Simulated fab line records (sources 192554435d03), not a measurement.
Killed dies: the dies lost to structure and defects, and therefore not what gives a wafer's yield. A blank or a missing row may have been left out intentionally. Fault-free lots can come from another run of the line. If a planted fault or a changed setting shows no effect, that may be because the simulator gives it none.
Split-lot trial :: flow n5_finfet :: 39 wafers read across 7 lots, on a route 1938 steps long

## ABOUT THE SPLIT
At N5_BEOL_M11_ILD_DEP_00 (deposits SiCOH lowk from DEMS/porogen, target thk 308.51 nm, time 58 s), the setting time_s was moved away from the recipe's 58 s on 12 of the 39 wafers read, by -27.3% to +23.9%. This setting was run at the recipe's value on the other wafers.

## SPLIT TO READING: what lies between them in the file, 1 step
- N5_BEOL_M11_CURE_71: cures SiCOH lowk, time 240 s

## THE READING
At N5_BEOL_M11_THK_MEAS_01: M11_ILD_THK, given in nm. Typical for fault-free wafers on this fab line: 269 nm, with standard deviation 3.7 nm.

wafer: L077.1
tool, chamber at the split: pecvd-01, 1
time_s as run, s: 43.03
against the recipe: -25.8%
M11_ILD_THK, nm: 198
against lot-mates on the recipe: -72

wafer: L077.2
tool, chamber at the split: pecvd-01, 0
time_s as run, s: 58
against the recipe: recipe
M11_ILD_THK, nm: 264
against lot-mates on the recipe: -

wafer: L077.3
tool, chamber at the split: pecvd-01, 2
time_s as run, s: 58
against the recipe: recipe
M11_ILD_THK, nm: 274
against lot-mates on the recipe: -

wafer: L077.4
tool, chamber at the split: pecvd-01, 2
time_s as run, s: 58
against the recipe: recipe
M11_ILD_THK, nm: 271
against lot-mates on the recipe: -

wafer: L077.5
tool, chamber at the split: pecvd-01, 1
time_s as run, s: 43.03
against the recipe: -25.8%
M11_ILD_THK, nm: 198
against lot-mates on the recipe: -72

wafer: L077.6
tool, chamber at the split: pecvd-01, 0
time_s as run, s: 43.03
against the recipe: -25.8%
M11_ILD_THK, nm: 200
against lot-mates on the recipe: -70

wafer: L081.1
tool, chamber at the split: pecvd-01, 1
time_s as run, s: 58
against the recipe: recipe
M11_ILD_THK, nm: 266
against lot-mates on the recipe: -

wafer: L081.2
tool, chamber at the split: pecvd-01, 2
time_s as run, s: 58
against the recipe: recipe
M11_ILD_THK, nm: 271
against lot-mates on the recipe: -

wafer: L081.3
tool, chamber at the split: pecvd-01, 0
time_s as run, s: 58
against the recipe: recipe
M11_ILD_THK, nm: 264
against lot-mates on the recipe: -

wafer: L081.4
tool, chamber at the split: pecvd-01, 0
time_s as run, s: 43.03
against the recipe: -25.8%
M11_ILD_THK, nm: 203
against lot-mates on the recipe: -64

wafer: L081.5
tool, chamber at the split: pecvd-01, 2
time_s as run, s: 43.03
against the recipe: -25.8%
M11_ILD_THK, nm: 206
against lot-mates on the recipe: -61

wafer: L081.6
tool, chamber at the split: pecvd-01, 1
time_s as run, s: 43.03
against the recipe: -25.8%
M11_ILD_THK, nm: 201
against lot-mates on the recipe: -66

wafer: L082.2
tool, chamber at the split: pecvd-01, 0
time_s as run, s: 58
against the recipe: recipe
M11_ILD_THK, nm: 263
against lot-mates on the recipe: -

wafer: L082.3
tool, chamber at the split: pecvd-01, 1
time_s as run, s: 58
against the recipe: recipe
M11_ILD_THK, nm: 262
against lot-mates on the recipe: -

wafer: L082.5
tool, chamber at the split: pecvd-01, 0
time_s as run, s: 58
against the recipe: recipe
M11_ILD_THK, nm: 268
against lot-mates on the recipe: -

wafer: L088.1
tool, chamber at the split: pecvd-04, 2
time_s as run, s: 58
against the recipe: recipe
M11_ILD_THK, nm: 263
against lot-mates on the recipe: -

wafer: L088.2
tool, chamber at the split: pecvd-04, 1
time_s as run, s: 58
against the recipe: recipe
M11_ILD_THK, nm: 270
against lot-mates on the recipe: -

wafer: L088.3
tool, chamber at the split: pecvd-04, 0
time_s as run, s: 58
against the recipe: recipe
M11_ILD_THK, nm: 267
against lot-mates on the recipe: -

wafer: L088.4
tool, chamber at the split: pecvd-04, 0
time_s as run, s: 58
against the recipe: recipe
M11_ILD_THK, nm: 270
against lot-mates on the recipe: -

wafer: L088.5
tool, chamber at the split: pecvd-04, 1
time_s as run, s: 58
against the recipe: recipe
M11_ILD_THK, nm: 272
against lot-mates on the recipe: -

wafer: L088.6
tool, chamber at the split: pecvd-04, 2
time_s as run, s: 58
against the recipe: recipe
M11_ILD_THK, nm: 266
against lot-mates on the recipe: -

wafer: L091.1
tool, chamber at the split: pecvd-02, 1,2
time_s as run, s: 58
against the recipe: recipe
M11_ILD_THK, nm: 270
against lot-mates on the recipe: -

wafer: L091.2
tool, chamber at the split: pecvd-02, 2
time_s as run, s: 58
against the recipe: recipe
M11_ILD_THK, nm: 269
against lot-mates on the recipe: -

wafer: L091.3
tool, chamber at the split: pecvd-02, 0
time_s as run, s: 58
against the recipe: recipe
M11_ILD_THK, nm: 269
against lot-mates on the recipe: -

wafer: L091.4
tool, chamber at the split: pecvd-02, 1,2
time_s as run, s: 58
against the recipe: recipe
M11_ILD_THK, nm: 270
against lot-mates on the recipe: -

wafer: L091.5
tool, chamber at the split: pecvd-02, 1
time_s as run, s: 58
against the recipe: recipe
M11_ILD_THK, nm: 273
against lot-mates on the recipe: -

wafer: L091.6
tool, chamber at the split: pecvd-02, 0
time_s as run, s: 58
against the recipe: recipe
M11_ILD_THK, nm: 273
against lot-mates on the recipe: -

wafer: L096.1
tool, chamber at the split: pecvd-01, 0
time_s as run, s: 71.84
against the recipe: +23.9%
M11_ILD_THK, nm: 331
against lot-mates on the recipe: +60

wafer: L096.2
tool, chamber at the split: pecvd-01, 2
time_s as run, s: 58
against the recipe: recipe
M11_ILD_THK, nm: 272
against lot-mates on the recipe: -

wafer: L096.3
tool, chamber at the split: pecvd-01, 0
time_s as run, s: 71.84
against the recipe: +23.9%
M11_ILD_THK, nm: 336
against lot-mates on the recipe: +65

wafer: L096.4
tool, chamber at the split: pecvd-01, 2
time_s as run, s: 71.84
against the recipe: +23.9%
M11_ILD_THK, nm: 339
against lot-mates on the recipe: +68

wafer: L096.5
tool, chamber at the split: pecvd-01, 2
time_s as run, s: 58
against the recipe: recipe
M11_ILD_THK, nm: 272
against lot-mates on the recipe: -

wafer: L096.6
tool, chamber at the split: pecvd-01, 0
time_s as run, s: 58
against the recipe: recipe
M11_ILD_THK, nm: 270
against lot-mates on the recipe: -

wafer: L097.1
tool, chamber at the split: pecvd-01, 0
time_s as run, s: 58
against the recipe: recipe
M11_ILD_THK, nm: 266
against lot-mates on the recipe: -

wafer: L097.2
tool, chamber at the split: pecvd-01, 2
time_s as run, s: 58
against the recipe: recipe
M11_ILD_THK, nm: 268
against lot-mates on the recipe: -

wafer: L097.3
tool, chamber at the split: pecvd-01, 0
time_s as run, s: 42.17
against the recipe: -27.3%
M11_ILD_THK, nm: 199
against lot-mates on the recipe: -69

wafer: L097.4
tool, chamber at the split: pecvd-01, 2
time_s as run, s: 42.17
against the recipe: -27.3%
M11_ILD_THK, nm: 199
against lot-mates on the recipe: -69

wafer: L097.5
tool, chamber at the split: pecvd-01, 0
time_s as run, s: 42.17
against the recipe: -27.3%
M11_ILD_THK, nm: 199
against lot-mates on the recipe: -69

wafer: L097.6
tool, chamber at the split: pecvd-01, 2
time_s as run, s: 58
against the recipe: recipe
M11_ILD_THK, nm: 270
against lot-mates on the recipe: -
When a row names more than one chamber, that row covers several wafers, and the file does not tell which wafer ran in which chamber.

THE FIT
A straight line over all 39 wafers: M11_ILD_THK changes by +2.65 nm for each +1% of time_s; r = +1.00; the points scatter about the line by 3.4 nm.
The same after taking each lot's own level away (the mean of its wafers on the recipe; 39 wafers): +2.61 nm for each +1%; r = +1.00; scatter 3 nm.
The reading moves by 71 nm for the largest change in time_s, on that fit.
Across the lots, their own levels run from 264.3 to 271.3 nm, a range of 1.9 times the standard deviation given above.
The two slopes agree, so the slope changes little with the lot-to-lot level.
Check: -71.1 nm against its lot-mates is what the line predicts for one of the wafers moved furthest among these (-27.3%) when that wafer is left out of the fit. It came out at -69 nm against them.

## THE WHOLE CHAIN: every reading that the file lists as answering this split, in the file's order
step: N5_BEOL_M11_ILD_DEP_00
what it does: deposits SiCOH lowk from DEMS/porogen, target thk 308.51 nm, time 58 s
reading: SiCOH_lowk_of_BEOL_M11_ILD_DEP_00.thk_nm (the simulator's own value, which no gauge read)
change (the file's fit): +2.96 nm for each +1% of the setting
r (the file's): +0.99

step: N5_BEOL_M11_CURE_71
what it does: cures SiCOH lowk, time 240 s
reading: SiCOH_lowk_of_BEOL_M11_ILD_DEP_00.thk_nm (the simulator's own value, which no gauge read)
change (the file's fit): +2.61 nm for each +1% of the setting
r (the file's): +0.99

step: N5_BEOL_M11_THK_MEAS_01
what it does: 
reading: M11_ILD_THK
change (the file's fit): +2.61 for each +1% of the setting
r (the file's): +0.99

## FILE'S OWN FIT
M11_ILD_THK changes by +2.61 nm for each +1% of time_s, r = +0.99.
